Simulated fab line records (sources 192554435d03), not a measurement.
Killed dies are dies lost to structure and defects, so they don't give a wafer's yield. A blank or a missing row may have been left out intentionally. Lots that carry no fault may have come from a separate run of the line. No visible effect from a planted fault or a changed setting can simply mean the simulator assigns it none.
fab line records -- flow n5Finfet
[record] lots = 7, wafers = 19, lastDay = 18
route steps=1938 shown BEOL_M6@1248
lots that met no fault: taken from a fault-free run of the same line
startH: hours from the record's opening day to when the first of the lot's shown wafers began -- waitH: hours elapsed since this lot's preceding step -- " same as the row above -- L1.1+2: one row covering several wafers at once -- - value missing, or start not given -- * or withheld: withheld -- < > ~ a bound
route shown NAME@n: a module of which the file shows steps, and the number in the route of the first -- usual: mean and standard deviation over wafers with no fault -- same: alike in all rows -- chamber/n: place in a boat -- sites: readings site by site -- _std_site: their standard deviation -- _edge_site: inner sites' mean taken away from outer sites' mean -- radiusMm: how far each site lies from the wafer's centre -- mask NAME#n: copy n -- behind: the tool/chamber that last shaped the wafer -- hold: why the lot was held/for how many hours/how that ended -- device: the transistor (n, p or np) that didn't switch -- end of line: the same wafers' tests at the end of the route -- a step given without rows: its recipe and nothing more -- killed: the dies lost at the first sort to structure and to defects; this is not the yield of the wafer -- map: shows each die of a wafer: x if killed, . if not, _ if none is there
set.NAME: setting as actually run; set.NAME@STEP: the setting as run at that earlier step -- model.NAME: the simulator's own value behind a step, which no gauge read
lots seen at some steps along the route; tables by step, rows by wafer
services: the hour from which a tool's chamber was out of use, counted from the record's first day as startH (under 0 if before that day), plus the number of hours and why
[[steps]]
[step N5_BEOL_M6_CURE_75]
[recipe] tempC = 370, timeS = 120, ambient = DMADMS/He, material = SiCOH_lowk
[usual] lampPowerPct = 52.31/0.055, wafer_temp_C_max = 371.6/0.54
lot.wafer,tool,chamber,startH,waitH,lampPowerPct,wafer_temp_C_max
L429.1,uvCure-02,0,192.94,0.0,52.34,371.0
L429.3,uvCure-02,0,192.94,0.0,52.25,371.0
L429.4,uvCure-02,0,192.94,0.0,52.33,371.2
L440.4,uvCure-01,0,260.10,0.9,52.25,371.1
L440.6,uvCure-01,0,260.10,0.9,52.22,371.4
L442.1,uvCure-03,2,264.80,0.0,52.32,371.5
L442.4,uvCure-03,2,264.80,0.0,52.39,371.4
L442.6,uvCure-03,2,264.80,0.0,52.28,371.2
L441.4,uvCure-03,2,265.85,0.7,52.29,370.8
L441.5,uvCure-03,2,265.85,0.7,52.33,371.2
L445.2,uvCure-03,0,291.30,0.1,52.32,371.5
L445.5,uvCure-03,0,291.30,0.1,52.28,371.8
L445.6,uvCure-03,0,291.30,0.1,52.34,371.5
L448.2,uvCure-02,0,318.78,0.2,52.42,371.7
L448.3,uvCure-02,0,318.78,0.2,52.27,371.3
L448.5,uvCure-02,0,318.78,0.2,52.37,371.8
L451.3,uvCure-02,0,333.20,0.1,52.38,371.3
L451.4,uvCure-02,0,333.20,0.1,52.26,371.5
L451.5,uvCure-02,0,333.20,0.1,52.32,371.3
[step N5_BEOL_M6_DEGAS_44]
[recipe] ambient = vacuum, tempC = 250, timeS = 60
[step N5_BEOL_M6_PRE_CLEAN_45]
[recipe] gas = H2/He, timeS = 30, tempC = 250
[usual] heaterPowerW = 336/25, susceptorTempC = 249.97/0.16
lot.wafer,tool,chamber,startH,waitH,heaterPowerW,susceptorTempC
L429.1,pvdSputter-02,-,193.30,0.0,332,250.10
L429.3,pvdSputter-02,-,193.30,0.0,335,250.00
L429.4,pvdSputter-02,-,193.30,0.0,316,249.93
L440.4,pvdSputter-02,-,260.88,0.0,327,250.05
L440.6,pvdSputter-02,-,260.88,0.0,308,249.71
L442.1,pvdSputter-02,-,265.62,0.0,335,249.84
L442.4,pvdSputter-02,-,265.62,0.0,363,249.95
L442.6,pvdSputter-02,-,265.62,0.0,370,250.00
L441.4,pvdSputter-02,-,266.50,0.0,370,249.99
L441.5,pvdSputter-02,-,266.50,0.0,329,249.70
L445.2,pvdSputter-03,-,292.12,0.0,320,249.99
L445.5,pvdSputter-03,-,292.12,0.0,328,249.80
L445.6,pvdSputter-03,-,292.12,0.0,348,250.11
L448.2,pvdSputter-02,-,319.14,0.0,339,249.96
L448.3,pvdSputter-02,-,319.14,0.0,326,250.07
L448.5,pvdSputter-02,-,319.14,0.0,364,249.96
L451.3,pvdSputter-02,-,333.46,0.0,335,249.96
L451.4,pvdSputter-02,-,333.46,0.0,344,250.09
L451.5,pvdSputter-02,-,333.46,0.0,337,249.95
[step N5_BEOL_M6_ALD_77]
[recipe] material = TaN, targetThkA = 20, tempC = 275, aldPrecursorFamily = PDMAT, aldCoReactant = NH3, pressureTorr = 3, carrierFlowSccm = 1500, pulseTimeS = 2, purgeTimeS = 3, coReactantPurgeTimeS = 2, coReactantPulseTimeS = 3, aldCycles = 40, precursorVesselTempC = 75, precursorVesselPressureTorr = 26.25, precursorVesselCarrierSccm = 1000
[step N5_BEOL_M6_SURFACE_TREAT_79]
[recipe] gas = Ar, timeS = *, ionEnergyEv = *, ionCurrentMaCm2 = 0.5, pressureMtorr = *, arFlowSccm = 30
[usual] throttleValvePct = *
lot.wafer,tool,chamber,startH,waitH,throttleValvePct
L429.1,pvdSputter-03,-,193.72,0.2,*
L429.3,pvdSputter-03,-,193.72,0.2,*
L429.4,pvdSputter-03,-,193.72,0.2,*
L440.4,pvdSputter-01,-,261.41,0.2,*
L440.6,pvdSputter-01,-,261.41,0.2,*
L442.1,pvdSputter-03,-,266.04,0.2,*
L442.4,pvdSputter-03,-,266.04,0.2,*
L442.6,pvdSputter-03,-,266.04,0.2,*
L441.4,pvdSputter-03,-,267.04,0.3,*
L441.5,pvdSputter-03,-,267.04,0.3,*
L445.2,pvdSputter-02,-,292.61,0.2,*
L445.5,pvdSputter-02,-,292.61,0.2,*
L445.6,pvdSputter-02,-,292.61,0.2,*
L448.2,pvdSputter-02,-,319.72,0.3,*
L448.3,pvdSputter-02,-,319.72,0.3,*
L448.5,pvdSputter-02,-,319.72,0.3,*
L451.3,pvdSputter-01,-,333.84,0.2,*
L451.4,pvdSputter-01,-,333.84,0.2,*
L451.5,pvdSputter-01,-,333.84,0.2,*
[step N5_BEOL_M6_CVD_78]
[recipe] material = Co, targetThkA = 20, tempC = withheld, precursor = CCTBA/H2, pressureTorr = 30, timeS = 142.3
[step N5_BEOL_M6_SPUTTER_48]
[recipe] material = Cu, targetThkA = 100, tempC = -20, biasV = 60, powerW = 26000, chamberPressurePa = 0.13, timeS = 1.667
[usual] susceptorTempC = -20.00/0.11, throttleValvePct = 29.8/0.94
lot.wafer,tool,chamber,startH,waitH,susceptorTempC,throttleValvePct
L429.1,pvdSputter-01,-,193.90,0.1,-19.86,30.4
L429.3,pvdSputter-01,-,193.90,0.1,-20.06,29.7
L429.4,pvdSputter-01,-,193.90,0.1,-19.79,31.4
L440.4,pvdSputter-02,-,261.80,0.1,-19.82,28.9
L440.6,pvdSputter-02,-,261.80,0.1,-19.96,29.2
L442.1,pvdSputter-03,-,266.28,0.1,-20.09,30.5
L442.4,pvdSputter-03,-,266.28,0.1,-19.94,28.6
L442.6,pvdSputter-03,-,266.28,0.1,-19.93,29.3
L441.4,pvdSputter-03,-,267.23,0.0,-20.09,29.7
L441.5,pvdSputter-03,-,267.23,0.0,-20.11,29.9
L445.2,pvdSputter-03,-,292.80,0.1,-20.02,29.7
L445.5,pvdSputter-03,-,292.80,0.1,-19.86,29.6
L445.6,pvdSputter-03,-,292.80,0.1,-20.01,30.5
L448.2,pvdSputter-03,-,320.12,0.3,-20.07,28.7
L448.3,pvdSputter-03,-,320.12,0.3,-20.01,30.4
L448.5,pvdSputter-03,-,320.12,0.3,-19.85,30.5
L451.3,pvdSputter-02,-,335.34,1.1,-20.04,28.7
L451.4,pvdSputter-02,-,335.34,1.1,-20.02,29.1
L451.5,pvdSputter-02,-,335.34,1.1,-20.11,29.2
[step N5_BEOL_M6_ECD_50]
[recipe] material = Cu, targetThkA = 3000
[step N5_BEOL_M6_ANNEAL_51]
[recipe] tempC = 225, timeS = 90, ambient = N2
[usual] wafer_temp_C_max = 226.01/0.19
lot.wafer,tool,chamber,startH,waitH,wafer_temp_C_max
L429.1,rtpAnneal-01,0,194.17,0.1,225.97
L429.3,rtpAnneal-01,0,194.17,0.1,226.09
L429.4,rtpAnneal-01,0,194.17,0.1,225.82
L440.4,rtpAnneal-01,0,262.16,0.2,226.22
L440.6,rtpAnneal-01,0,262.16,0.2,225.71
L442.1,rtpAnneal-02,0,266.49,0.1,226.00
L442.4,rtpAnneal-02,0,266.49,0.1,226.12
L442.6,rtpAnneal-02,0,266.49,0.1,225.93
L441.4,rtpAnneal-01,0,268.10,0.7,225.96
L441.5,rtpAnneal-01,0,268.10,0.7,225.93
L445.2,rtpAnneal-02,0,293.09,0.2,226.11
L445.5,rtpAnneal-02,0,293.09,0.2,226.09
L445.6,rtpAnneal-02,0,293.09,0.2,226.17
L448.2,rtpAnneal-01,0,320.61,0.3,226.09
L448.3,rtpAnneal-01,0,320.61,0.3,226.25
L448.5,rtpAnneal-01,0,320.61,0.3,226.03
L451.3,rtpAnneal-01,0,335.70,0.2,226.12
L451.4,rtpAnneal-01,0,335.70,0.2,226.05
L451.5,rtpAnneal-01,0,335.70,0.2,226.23
[step N5_BEOL_M6_CMP_52]
[recipe] stopOn = SiCOH_lowk, tOverpolishS = 6.9, downForcePsi = 1, platenRpm = 50, clearingPlatenDownForcePsi = 1.5, clearingPlatenRpm = 50, postCmpClean = cuAlkaline, targetThkNm = 80, clearingPlatenPadVelocityMS = 0.99484, padVelocityMS = 0.99484
[step N5_BEOL_M6_THK_MEAS_53]
[recipe] thkMeasGauge = xrf, reads = Cu_of_BEOL_M6_ECD_50
[usual] M6_THK = 80.5/2
lot.wafer,tool,chamber,startH,waitH,M6_THK[nm]
L429.1,filmMetro-01,-,194.76,-,79.6
L429.3,filmMetro-01,-,194.76,-,80.5
L429.4,filmMetro-01,-,194.76,-,81.1
L440.4,filmMetro-01,-,262.62,-,82.5
L440.6,filmMetro-01,-,262.62,-,80.2
L442.1,filmMetro-01,-,267.08,-,81.7
L442.4,filmMetro-01,-,267.08,-,81.3
L442.6,filmMetro-01,-,267.08,-,82.4
L441.4,filmMetro-01,-,268.57,-,80.0
L441.5,filmMetro-01,-,268.57,-,80.9
L445.2,filmMetro-02,-,293.64,-,76.2
L445.5,filmMetro-02,-,293.64,-,76.7
L445.6,filmMetro-02,-,293.64,-,76.7
L448.2,filmMetro-01,-,321.33,-,80.5
L448.3,filmMetro-01,-,321.33,-,79.1
L448.5,filmMetro-01,-,321.33,-,81.3
L451.3,filmMetro-01,-,336.20,-,77.7
L451.4,filmMetro-01,-,336.20,-,81.3
L451.5,filmMetro-01,-,336.20,-,80.7
[step N5_BEOL_M6_PRE_CLEAN_55]
[recipe] gas = NH3, timeS = 15, tempC = withheld, rfPowerW = 300
[step N5_BEOL_M6_DEP_56]
[recipe] material = SiCN, targetThkA = 100, tempC = withheld, precursor = 3MS/NH3, pressureTorr = 3, rfW = 202, timeS = 17.5
[usual] showerheadPlenumPTorr = 3.657/0.015, throttleValvePct = 8.9/0.46
lot.wafer,tool,chamber,startH,waitH,showerheadPlenumPTorr,throttleValvePct,model.SiCN_of_BEOL_M6_DEP_56.thkNm
L429.1,pecvd-01,2,194.82,0.0,3.664,8.0,9.8
L429.3,pecvd-01,0,194.82,0.0,3.640,9.1,9.8
L429.4,pecvd-01,2,194.82,0.0,3.661,8.1,9.8
L440.4,pecvd-01,2,262.70,0.0,3.662,8.2,16.2
L440.6,pecvd-01,0,262.70,0.0,3.629,9.3,16.4
L442.1,pecvd-01,2,267.14,0.0,3.656,8.2,9.8
L442.4,pecvd-01,0,267.14,0.0,3.632,8.9,16.4
L442.6,pecvd-01,2,267.14,0.0,3.669,7.9,16.2
L441.4,pecvd-01,1,268.65,0.0,3.655,9.1,16.6
L441.5,pecvd-01,2,268.65,0.0,3.660,7.9,10
L445.2,pecvd-03,0,293.70,0.0,3.648,9.0,9.8
L445.5,pecvd-03,0,293.70,0.0,3.653,8.9,9.6
L445.6,pecvd-03,1,293.70,0.0,3.662,8.9,10
L448.2,pecvd-03,1,321.39,0.0,3.658,8.8,10
L448.3,pecvd-03,0,321.39,0.0,3.648,8.8,9.8
L448.5,pecvd-03,0,321.39,0.0,3.643,9.1,9.8
L451.3,pecvd-01,1,336.26,0.0,3.657,8.9,10
L451.4,pecvd-01,1,336.26,0.0,3.661,9.1,10.2
L451.5,pecvd-01,0,336.26,0.0,3.633,9.2,10.4
[step N5_BEOL_M6_RS_MEAS_57]
[recipe] thkMeasGauge = four-point-probe, reads = Cu_of_BEOL_M6_ECD_50+Co_of_BEOL_M6_CVD_78+TaN_of_BEOL_M6_ALD_77
[usual] M6_RS = 0.287/0.0083
lot.wafer,tool,chamber,startH,waitH,M6_RS[ohm/sq]
L429.1,filmMetro-01,-,194.89,0.1,0.290
L429.3,filmMetro-01,-,194.89,0.1,0.289
L429.4,filmMetro-01,-,194.89,0.1,0.287
L440.4,filmMetro-02,-,262.75,0.0,0.282
L440.6,filmMetro-02,-,262.75,0.0,0.292
L442.1,filmMetro-01,-,267.21,0.1,0.281
L442.4,filmMetro-01,-,267.21,0.1,0.282
L442.6,filmMetro-01,-,267.21,0.1,0.279
L441.4,filmMetro-02,-,268.70,0.0,0.290
L441.5,filmMetro-02,-,268.70,0.0,0.285
L445.2,filmMetro-01,-,293.77,0.1,0.303
L445.5,filmMetro-01,-,293.77,0.1,0.302
L445.6,filmMetro-01,-,293.77,0.1,0.300
L448.2,filmMetro-01,-,321.46,0.1,0.283
L448.3,filmMetro-01,-,321.46,0.1,0.289
L448.5,filmMetro-01,-,321.46,0.1,0.279
L451.3,filmMetro-01,-,336.33,0.1,0.301
L451.4,filmMetro-01,-,336.33,0.1,0.285
L451.5,filmMetro-01,-,336.33,0.1,0.287
[[services]]
tool,chamber,startH,hours,kind
uvCure-01,-,184.20,5.0,repair
pecvd-03,0,188.27,5.0,repair
pecvd-03,0,202.08,2.1,scheduledDown
uvCure-03,-,217.02,2.8,pm
uvCure-03,-,225.74,0.6,repair
uvCure-03,-,230.33,0.5,repair
pecvd-03,-,230.62,5.5,pm
uvCure-02,-,245.75,14.6,pm
uvCure-02,-,260.35,7.5,pm
pecvd-01,1,298.30,2.1,scheduledDown
pvdSputter-01,-,310.44,9.1,repair
uvCure-03,-,324.78,24.9,pm
[[key]]
firstSign none at tools or gauges
[modelEffect] step = N5_BEOL_M6_DEP_56, value = SiCN_of_BEOL_M6_DEP_56.thkNm, without = 10.04, struck = 16.36
metAt N5_BEOL_M6_DEP_56
struckWafers L440.4,L440.6,L441.4,L442.4,L442.6
onsetBetween 194.82 262.70
[fault] kind = processParameterDrift, tool = pecvd-01, chamber = -, onsetH = 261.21, steps = N5_BEOL_M6_DEP_56, channel = timeS, offset = *, shape = step, endH = 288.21, scope = struckWafersOnly, actsIn = *, stated = *
